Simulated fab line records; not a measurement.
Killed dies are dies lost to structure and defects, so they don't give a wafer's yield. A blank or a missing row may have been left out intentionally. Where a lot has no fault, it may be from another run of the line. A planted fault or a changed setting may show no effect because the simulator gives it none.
Chamber matching    flow nandHarc    rieDiel-07 running NHARC_A_CONTACT_ETCH_88: 4 sister chambers
The step etches the open film in CF4, target depth 39 nm, time 65 s. 14 wafers are shown with their chamber, then 7 later ones without.

== EACH WAFER AND ITS CHAMBER ==
wafer   chamber  drypumpMotorCurrentA (A)  rfVppV (V)  oesProductAu (a.u.)
L861.1  2        5.0                       152.7       1.000
L861.2  1        5.0                       152.1       1.002
L861.6  2        5.0                       151.7       0.998
L860.2  1        5.0                       153.1       0.998
L860.4  3        5.1                       150.6       0.996
L860.6  3        5.1                       149.9       0.977
L863.3  3        5.1                       150.8       0.991
L863.4  1        5.0                       151.4       0.999
L863.5  3        5.1                       148.8       0.999
L873.3  2        5.0                       151.3       1.002
L873.4  3        5.1                       150.5       1.003
L873.5  3        5.1                       150.2       0.992
L877.2  2        4.9                       150.7       1.007
L877.3  0        5.3                       151.1       0.995

SIGNATURES (averages over the wafers above)
reading               chamber 0  chamber 1  chamber 2  chamber 3  scatter within a chamber
drypumpMotorCurrentA  5.300      5.000      4.975      5.100      0.0274
rfVppV                151.100    152.200    151.600    150.133    0.788
oesProductAu          0.99500    0.99967    1.00175    0.99300    0.00678
Rule: a wafer lies at a distance from a chamber equal to the root of the sum of squares, over the readings, of (its reading less the chamber's mean, divided by the reading's scatter). If the next closest chamber is less than 2 further off than the closest, the wafer can't be placed; otherwise it belongs to the closest. How the scatter is found: for the shown wafers, subtract from each reading the mean of its chamber, square and add these, divide the total by (wafers less chambers), then take the root.

== WAFERS WITH NO CHAMBER GIVEN ==
wafer   drypumpMotorCurrentA (A)  rfVppV (V)  oesProductAu (a.u.)
L877.6  5.0                       151.3       1.010
L876.2  5.3                       151.3       0.999
L876.4  5.0                       151.2       1.013
L876.6  5.0                       151.1       1.001
L880.2  5.3                       150.6       0.997
L880.5  5.1                       151.4       1.008
L880.6  5.3                       151.5       0.997

== EACH ONE'S CHAMBER ==
wafer   from the rows above           in truth
L877.6  can't be placed: 2 or 1       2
L876.2  0                             0
L876.4  can't be placed: 2 or 1       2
L876.6  can't be placed: 2 or 1       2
L880.2  0                             0
L880.5  can't be placed: 3 or 1 or 2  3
L880.6  0                             0
Placed correctly: 3 of 7. These rows do not allow placing 4 (true chamber among the candidates in 4). 0 placed wrongly.
